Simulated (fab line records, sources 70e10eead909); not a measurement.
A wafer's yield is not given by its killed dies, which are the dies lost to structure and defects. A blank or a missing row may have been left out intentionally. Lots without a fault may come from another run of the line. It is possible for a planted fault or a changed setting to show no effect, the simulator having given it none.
Chamber matching ; flow nandHarc ; NHARC_A_CONTACT_ALD_18 on aldMetal-01: 4 sister chambers
The step deposits TiN, target thk 3 nm, pulse time 1 s, ald cycles 150. 16 wafers are shown with their chamber, then 8 later ones without.

WAFERS, EACH WITH ITS CHAMBER
wafer;chamber;heaterPowerW (W);heaterPowerOuterW (W);precursorPulseHeightRel
L078.1;1;1025;708;0.985
L078.3;3;1081;676;1.017
L078.5;1;1004;697;0.991
L080.2;1;982;689;1.011
L080.4;0;1141;728;0.986
L080.5;1;994;691;1.035
L086.3;2;933;625;1.020
L086.5;0;1122;721;1.003
L086.6;1;1008;705;1.010
L087.2;0;1140;723;0.984
L087.4;3;1088;695;0.982
L087.6;1;1009;714;1.001
L092.1;1;1028;705;1.018
L092.4;2;943;618;0.978
L092.5;1;1010;716;1.025
L094.2;3;1125;680;0.994

SIGNATURES (means of the wafers above)
reading;chamber 0;chamber 1;chamber 2;chamber 3;scatter within a chamber
heaterPowerW;1134.33;1007.50;938.00;1098.00;15.7
heaterPowerOuterW;724.00;703.12;621.50;683.67;8.9
precursorPulseHeightRel;0.99100;1.00950;0.99900;0.99767;0.0176
Rule: a wafer lies at a distance from a chamber equal to the root of the sum of squares, over the readings, of (its reading less the chamber's mean, divided by the reading's scatter). The wafer belongs to the nearest chamber; if the next one is less than 2 further off, it can't be placed. How the scatter is found: for the shown wafers, subtract from each reading the mean of its chamber, square and add these, divide the total by (wafers less chambers), then take the root.

WAFERS WITH NO CHAMBER GIVEN
wafer;heaterPowerW (W);heaterPowerOuterW (W);precursorPulseHeightRel
L094.4;945;599;1.010
L094.5;921;608;0.989
L095.4;926;605;1.010
L095.5;1090;736;1.011
L095.6;1057;673;0.996
L097.1;1092;754;1.042
L097.2;1057;688;0.995
L097.5;1107;667;1.017

EACH ONE'S CHAMBER
wafer;from the rows above;in truth
L094.4;2;2
L094.5;2;2
L095.4;2;2
L095.5;0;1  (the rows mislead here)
L095.6;can't be placed: 3 or 1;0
L097.1;0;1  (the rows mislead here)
L097.2;can't be placed: 3 or 1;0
L097.5;3;3
Correctly placed: 4 of 8. These rows do not allow placing 2 (true chamber among the candidates in 0). 2 placed wrongly.
